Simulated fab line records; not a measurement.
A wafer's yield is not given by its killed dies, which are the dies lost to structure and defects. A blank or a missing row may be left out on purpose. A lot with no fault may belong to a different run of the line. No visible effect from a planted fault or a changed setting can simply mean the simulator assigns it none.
A lot that was struck, set against a sound lot    flow n5_finfet    32 out of 1938 route steps
Sound: wafers L266.1, L266.3, L266.6. Struck: wafers L270.3, L270.6. (L270.1 of the same lot was not struck and is left out.) The cause comes at the end.
For every step that has rows: the tool of each side, followed by ch and its chambers, followed by its first start. Under that, the readings that differ: sound wafers    struck wafers    difference of the means    sigmas: that difference in standard deviations of wafers without a fault.
alike: words and numbers the same on both sides, and readings whose means are apart by under 2 such deviations; not compared: readings that were withheld, readings missing a value for some wafer, numbers with overlapping values and no deviation given by the record, and bounds like >300 which may hide the same value.
The two part at a step that has a row with sigmas, a row that says differs or no value, or rows on one side only. When numbers do not overlap yet have no deviation, they are printed without sigmas and do not part them. A reading missing from all wafers of one side parts the sides only when that side holds two or more wafers.

first, 7 steps without rows for these wafers: N5_SD_EPI_P_SRD_25 (time 30 s); N5_SD_ACTIVATION_RTA_00 (time 0 s); N5_SD_ACTIVATION_LSA_01 (time 0.0008 s); N5_ILD0_LINER_00 (material SiNx, target thk 4 nm, pulse time 1 s, purge time 2 s); N5_ILD0_FCVD_FILL_01 (material SiO2 flowable, target thk 200 nm, time 328.3 s); N5_ILD0_CURE_02 (time 1800 s); N5_ILD0_CMP_03 (polishes, stops on SiNx, t overpolish 1.9 s, target thk 197.38 nm).
N5_ILD0_CMP_07: polishes SiO2 flowable, stops on poly-Si, t overpolish 1.18 s, target thk 138.88 nm.
  sound on cmp-04 ch 0,2, day 4 20:59; struck on cmp-04 ch 0, day 5 19:32
  alike: motor_current_A, slurry_flow_ml_min
then, 23 steps without rows for these wafers: N5_ILD0_PRECLEAN_10 (cleans in NF3:NH3, afs cycles 5, time 20 s, sublimation time 60 s); N5_ILD0_ALD_15 (deposits SiNx, target thk 24 nm, pulse time 1 s, ald cycles 480); N5_ILD0_CMP_12 (polishes SiNx, stops on poly-Si, t overpolish 6 s, target thk 17.67 nm); N5_SDB_HM_DEP_00 (deposits SiNx from SiH4/NH3/N2, target thk 40 nm, time 35.3 s); N5_SDB_COAT_03 (time 60 s, resist thk 100 nm); N5_SDB_COAT_04 (time 60 s, resist thk 18 nm); N5_SDB_COAT_05 (resist thk 90 nm); N5_SDB_EBR_07; N5_SDB_SOFTBAKE_06 (time 60 s); N5_SDB_EXPOSE_08 (exposes mask SDB); N5_SDB_PEB_09 (peb time 60 s); N5_SDB_DEVELOP_10 (develop time 30 s); N5_SDB_DESCUM_16 (chemistry O2, time 7.9 s); N5_SDB_ETCH_17 (etches SiARC in CF4, target depth 23.4 nm, time 39 s); N5_SDB_ETCH_18 (etches SOC in N2/H2, target depth 100 nm, overetch 20 nm, time 150 s); N5_SDB_STRIP_19 (strips in N2/H2); N5_SDB_STRIP_21 (strips in CF4); N5_SDB_HM_OPEN_20 (chemistry CH3F/O2, target SiNx, stops on poly-Si, target depth 24 nm); N5_SDB_STRIP_22 (strips in N2/H2); N5_SDB_PRECLEAN_23 (cleans in dHF, time 30 s); N5_SDB_DUMMY_REMOVE_24 (chemistry TMAH, target poly-Si, stops on SiO2, target depth 142 nm, time 57 s, rinse time 30 s); N5_SDB_ETCH_25 (etches SiO2 in C4F6/O2, target depth 10 nm, time 3.3 s); N5_SDB_CUT_ETCH_26 (etches Si in HBr/Cl2/O2, target depth 129.6 nm, bt time 20 s, time 51.8 s).
-- the record jumps here: 9 days lie between the struck wafers' starts before and after (it left off in module SDB and takes up again in module PASSIVATION, whose first step shown is number 1936 of the route) --
N5_PASSIVATION_PROBE_49:
  sound on prober-01, day 13 17:54; struck on prober-02, day 14 16:56
reading                   sound  struck     difference  sigmas
defect_limited_yield (%)  91.4   60.3 60.8  -30.9       -22
killed_at_M4_up           26     11 2       -20         -3
killed_at_front_end       28     419 430    +396        +30
killed_dies               101    469 462    +364        +21
killed_on_rim             10     65 55      +50         +11
killed_open               70     43 39      -29         -2
sort_bin_5_function (%)   5.3    24.2 23.6  +18.6       +20
sort_bin_6_memory (%)     3.1    12.8 13.2  +9.9        +15
sort_n_pass               1079   711 718    -364        -21
sort_yield_pct (%)        91.4   60.3 60.8  -30.9       -22
  alike: killed_at_M0_to_M3, killed_at_contacts, killed_at_other, killed_short

## WHERE THEY PART
Only at N5_PASSIVATION_PROBE_49, within this record.

WHY: what the simulator had put in
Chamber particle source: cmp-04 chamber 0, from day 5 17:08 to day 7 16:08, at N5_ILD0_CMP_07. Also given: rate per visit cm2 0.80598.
